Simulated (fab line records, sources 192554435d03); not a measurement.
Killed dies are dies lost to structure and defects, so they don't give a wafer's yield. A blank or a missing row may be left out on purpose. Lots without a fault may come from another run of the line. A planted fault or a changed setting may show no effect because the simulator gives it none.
fab line records | flow n5_finfet | part 2 of 2: steps 20 to 28 of 28
record lots=5 wafers=15 last_day=17
route steps=1938 shown BEOL_M10@1504
lots that met no fault: from a run of the same line without faults
start_h: hours from the record's first day to the start of the lot's first wafer shown | wait_h: hours since the lot's step before | " the same as in the row above | L1.1+2: a row that stands for several wafers | - no value, or no start given | * or withheld: withheld | < > ~ a bound
route shown NAME@n: a module of which the file shows steps, and the number in the route of the first | usual: mean/standard deviation of fault-free wafers | same: alike in all rows | chamber/n: place in a boat | sites: the reading at each site | _std_site: their standard deviation | _edge_site: outer sites' mean less inner sites' | radius_mm: how far each site lies from the wafer's centre | mask NAME#n: copy n | behind: the tool/chamber that last shaped the wafer | hold: why the lot was held/for how many hours/how that ended | device: the transistor (n, p or np) that didn't switch | end of line: the same wafers' tests at the end of the route | a step without rows: its recipe alone | killed: dies lost to structure and defects at the first sort, not the wafer's yield | map: a wafer's dies, x killed, . not, _ none there
set.NAME: the setting as run; set.NAME@STEP: as run at that earlier step | model.NAME: the simulator's own value behind a step, which no gauge read
lots at some steps of the route; a table a step, a row a wafer
services: from which hour (start_h, from the record's first day; less than 0 if before it) a tool's chamber was out of use, for how many hours, and why
## steps
# step N5_BEOL_M10_PRE_CLEAN_45
# recipe gas=H2/He time_s=30 temp_c=250
# usual heater_power_w=340/39
# same time_s=30
# columns lot.wafer tool chamber start_h wait_h heater_power_w
L084.4 pvd_sputter-03 - 287.40 0.0 298
L084.5 " - " " 304
L084.6 " - " " 300
L088.2 pvd_sputter-01 - 306.47 0.0 392
L088.5 " - " " 314
L088.6 " - " " 391
L094.3 pvd_sputter-01 - 346.46 0.0 315
L094.4 " - " " 336
L094.5 " - " " 368
L096.1 pvd_sputter-02 - 350.13 0.0 394
L096.3 " - " " 312
L096.6 " - " " 400
L095.3 pvd_sputter-01 - 352.07 0.0 314
L095.5 " - " " 364
L095.6 " - " " 382
# step N5_BEOL_M10_ALD_74
# recipe material=TaN target_thk_a=20 temp_c=275 ald_precursor_family=PDMAT ald_co_reactant=NH3 pressure_torr=3 carrier_flow_sccm=1500 pulse_time_s=2 purge_time_s=3 co_reactant_purge_time_s=2 co_reactant_pulse_time_s=3 ald_cycles=40 precursor_vessel_temp_c=75 precursor_vessel_pressure_torr=26.25 precursor_vessel_carrier_sccm=1000
# usual chamber_pressure_Torr=3.000/0.0062 heater_power_outer_w=231/33 heater_power_w=429/54 precursor_vessel_temp_c=75.00/0.12
# same purge_time_s=3
# columns lot.wafer tool chamber start_h wait_h chamber_pressure_Torr heater_power_outer_w heater_power_w precursor_vessel_temp_c
L084.4 ald_metal-02 0 287.56 0.1 2.997 232 443 75.02
L084.5 " 0 " " 3.001 228 464 74.98
L084.6 " 3 " " 3.009 210 378 74.98
L088.2 ald_metal-04 3 306.59 0.1 3.005 201 388 74.97
L088.5 " 3 " " 3.006 205 384 75.04
L088.6 " 0 " " 2.998 238 452 74.97
L094.3 ald_metal-04 3 346.64 0.2 3.001 199 378 74.89
L094.4 " 1 " " 2.992 232 414 75.02
L094.5 " 3 " " 2.995 200 394 74.99
L096.1 ald_metal-04 3 350.19 0.0 3.003 204 382 74.86
L096.3 " 2 " " 3.002 295 538 74.91
L096.6 " 1 " " 2.995 237 410 75.26
L095.3 ald_metal-01 0 352.13 0.0 3.008 203 408 74.91
L095.5 " 1 " " 2.995 258 411 75.19
L095.6 " 2 " " 2.998 163 304 75.13
# step N5_BEOL_M10_SURFACE_TREAT_76
# recipe gas=Ar time_s=* ion_energy_ev=* ion_current_ma_cm2=0.5 pressure_mtorr=* ar_flow_sccm=30
# usual pressure_mtorr=* throttle_valve_pct=*
# same time_s=*
# columns lot.wafer tool chamber start_h wait_h pressure_mtorr throttle_valve_pct
L084.4 pvd_sputter-02 - 287.94 0.2 * *
L084.5 " - " " * *
L084.6 " - " " * *
L088.2 pvd_sputter-01 - 307.11 0.4 * *
L088.5 " - " " * *
L088.6 " - " " * *
L094.3 pvd_sputter-02 - 346.95 0.2 * *
L094.4 " - " " * *
L094.5 " - " " * *
L096.1 pvd_sputter-01 - 350.56 0.2 * *
L096.3 " - " " * *
L096.6 " - " " * *
L095.3 pvd_sputter-02 - 352.47 0.2 * *
L095.5 " - " " * *
L095.6 " - " " * *
# step N5_BEOL_M10_CVD_75
# recipe material=Co target_thk_a=20 temp_c=withheld precursor=CCTBA/H2 pressure_torr=30 time_s=138.9
# usual chamber_pressure_Torr=30.00/0.067
# same time_s=138.9
# columns lot.wafer tool chamber start_h wait_h chamber_pressure_Torr
L084.4 cvd_co-02 0 288.09 0.1 30.03
L084.5 " 1 " " 30.11
L084.6 " 0 " " 30.04
L088.2 cvd_co-01 2 307.18 0.0 30.02
L088.5 " 2 " " 29.99
L088.6 " 1 " " 30.10
L094.3 cvd_co-01 1 347.03 0.1 30.13
L094.4 " 0 " " 30.09
L094.5 " 2 " " 29.99
L096.1 cvd_co-01 2 350.72 0.1 29.91
L096.3 " 1 " " 30.10
L096.6 " 1 " " 29.96
L095.3 cvd_co-01 1 352.55 0.1 29.93
L095.5 " 1 " " 29.91
L095.6 " 0 " " 29.96
# step N5_BEOL_M10_SPUTTER_48
# recipe material=Cu target_thk_a=120 temp_c=-20 bias_v=60 power_w=26000 chamber_pressure_pa=0.13 time_s=2
# usual throttle_valve_pct=30.1/0.45
# same time_s=2
# columns lot.wafer tool chamber start_h wait_h throttle_valve_pct
L084.4 pvd_sputter-02 - 288.24 0.1 30.7
L084.5 " - " " 30.3
L084.6 " - " " 29.6
L088.2 pvd_sputter-01 - 307.31 0.1 29.7
L088.5 " - " " 29.9
L088.6 " - " " 30.8
L094.3 pvd_sputter-01 - 347.28 0.2 29.9
L094.4 " - " " 30.3
L094.5 " - " " 29.7
L096.1 pvd_sputter-01 - 351.10 0.3 29.5
L096.3 " - " " 29.8
L096.6 " - " " 31.0
L095.3 pvd_sputter-02 - 352.67 0.1 29.7
L095.5 " - " " 30.0
L095.6 " - " " 30.3
# step N5_BEOL_M10_ECD_50
# recipe material=Cu target_thk_a=3180
# columns lot.wafer tool chamber start_h wait_h
L084.4+5+6 ecd_cu-02 1,1,0 288.38 0.1
L088.2+5+6 ecd_cu-02 1,0,1 307.43 0.1
L094.3+4+5 ecd_cu-01 0,1,0 347.42 0.1
L096.1+3+6 ecd_cu-01 0,1,0 351.21 0.1
L095.3+5+6 ecd_cu-01 0,0,1 352.82 0.1
# step N5_BEOL_M10_ANNEAL_51
# recipe temp_c=225 time_s=90 ambient=N2
# usual wafer_temp_C_max=226.4/0.78
# same time_s=90
# columns lot.wafer tool chamber start_h wait_h wafer_temp_C_max
L084.4 rtp_anneal-01 0 288.69 0.3 225.1
L084.5 " 0 " " 225.5
L084.6 " 0 " " 225.7
L088.2 rtp_anneal-01 0 307.63 0.2 225.6
L088.5 " 0 " " 225.4
L088.6 " 0 " " 225.6
L094.3 rtp_anneal-01 0 347.59 0.1 225.6
L094.4 " 0 " " 225.6
L094.5 " 0 " " 225.7
L096.1 rtp_anneal-02 0 351.80 0.6 227.2
L096.3 " 0 " " 226.5
L096.6 " 0 " " 226.7
L095.3 rtp_anneal-01 0 353.30 0.4 225.7
L095.5 " 0 " " 225.7
L095.6 " 0 " " 225.5
# step N5_BEOL_M10_CMP_52
# recipe stop_on=SiCOH_lowk t_overpolish_s=7 down_force_psi=1 platen_rpm=50 clearing_platen_down_force_psi=1.5 clearing_platen_rpm=50 post_cmp_clean=cu_alkaline target_thk_nm=140 clearing_platen_pad_velocity_m_s=0.99484 pad_velocity_m_s=0.99484
# usual barrier_field_endpoint_s=29.0/0.62 motor_current_A=6.4/0.64 overpolish_run_s=7.001/0.0091 time_to_endpoint_s=66.0/2.1
# columns lot.wafer tool chamber start_h wait_h barrier_field_endpoint_s motor_current_A overpolish_run_s time_to_endpoint_s
L084.4 cmp-03 2 288.85 0.1 28.7 6.2 6.995 64.4
L084.5 " 2 " " 29.8 6.1 7.016 64.6
L084.6 " 3 " " 30.0 6.0 7.006 65.6
L088.2 cmp-04 0 307.92 0.2 29.0 5.5 6.996 67.6
L088.6 " 3 " " 28.9 6.1 7.003 65.3
L088.5 " 0 " " 30.1 5.7 7.004 68.9
L094.3 cmp-04 0 347.89 0.3 29.2 5.8 7.010 66.1
L094.4 " 1 " " 29.1 6.2 6.981 65.6
L094.5 " 2 " " 29.3 6.4 7.000 66.3
L096.1 cmp-04 1 352.41 0.5 30.1 6.2 7.004 67.0
L096.3 " 3 " " 29.2 6.1 7.005 68.2
L096.6 " 1 " " 29.7 5.9 7.006 65.8
L095.3 cmp-02 3 353.56 0.2 29.4 7.6 7.008 69.3
L095.5 " 2 " " 29.8 6.4 7.013 69.2
L095.6 " 3 " " 30.4 7.8 7.005 69.3
# step N5_BEOL_M10_THK_MEAS_53
# recipe thk_meas_gauge=xrf reads=Cu_of_BEOL_M10_ECD_50
# usual M10_THK=143.3/2.6
# columns lot.wafer tool chamber start_h wait_h M10_THK[nm]
L084.4 film_metro-01 - 289.15 - 143.7
L084.5 " - " " 147.0
L084.6 " - " " 144.2
L088.2 film_metro-02 - 308.18 - 141.8
L088.5 " - " " 140.0
L088.6 " - " " 140.8
L094.3 film_metro-01 - 348.11 - 146.1
L094.4 " - " " 144.6
L094.5 " - " " 145.8
L096.1 film_metro-02 - 352.67 - 144.4
L096.3 " - " " 140.0
L096.6 " - " " 142.3
L095.3 film_metro-02 - 353.82 - 141.8
L095.5 " - " " 140.8
L095.6 " - " " 145.3
## services
# columns tool chamber start_h hours kind
cmp-04 - 276.82 1.1 repair
ald_metal-04 3 282.39 4.5 repair
rie_diel-04 1 283.96 9.8 repair
ecd_cu-02 - 286.42 0.3 repair
cvd_co-02 2 287.15 15.5 repair
ald_metal-02 3 298.65 15.9 repair
rie_diel-04 2 306.92 9.3 repair
wet_bench-06 - 312.27 1.6 repair
uv_cure-01 - 318.88 1.0 pm
wet_bench-01 - 319.04 0.6 repair
ald_metal-02 1 319.33 1.8 repair
wet_bench-06 - 321.55 1.7 repair
rie_diel-04 1 322.19 - clean
rie_diel-04 1 322.19 - consumable_replace:focus_ring
rie_diel-04 1 322.19 16.8 scheduled_down
rie_diel-04 1 322.19 16.8 vent_cycle
cmp-02 - 328.09 3.5 repair
ald_metal-01 - 337.25 14.0 pm
pvd_sputter-03 - 338.38 2.8 repair
cmp-02 - 341.77 0.2 repair
cvd_co-02 - 344.07 6.0 pm
wet_bench-05 - 346.07 2.1 repair
cmp-03 - 346.73 4.0 pm
uv_cure-01 - 346.81 0.7 repair
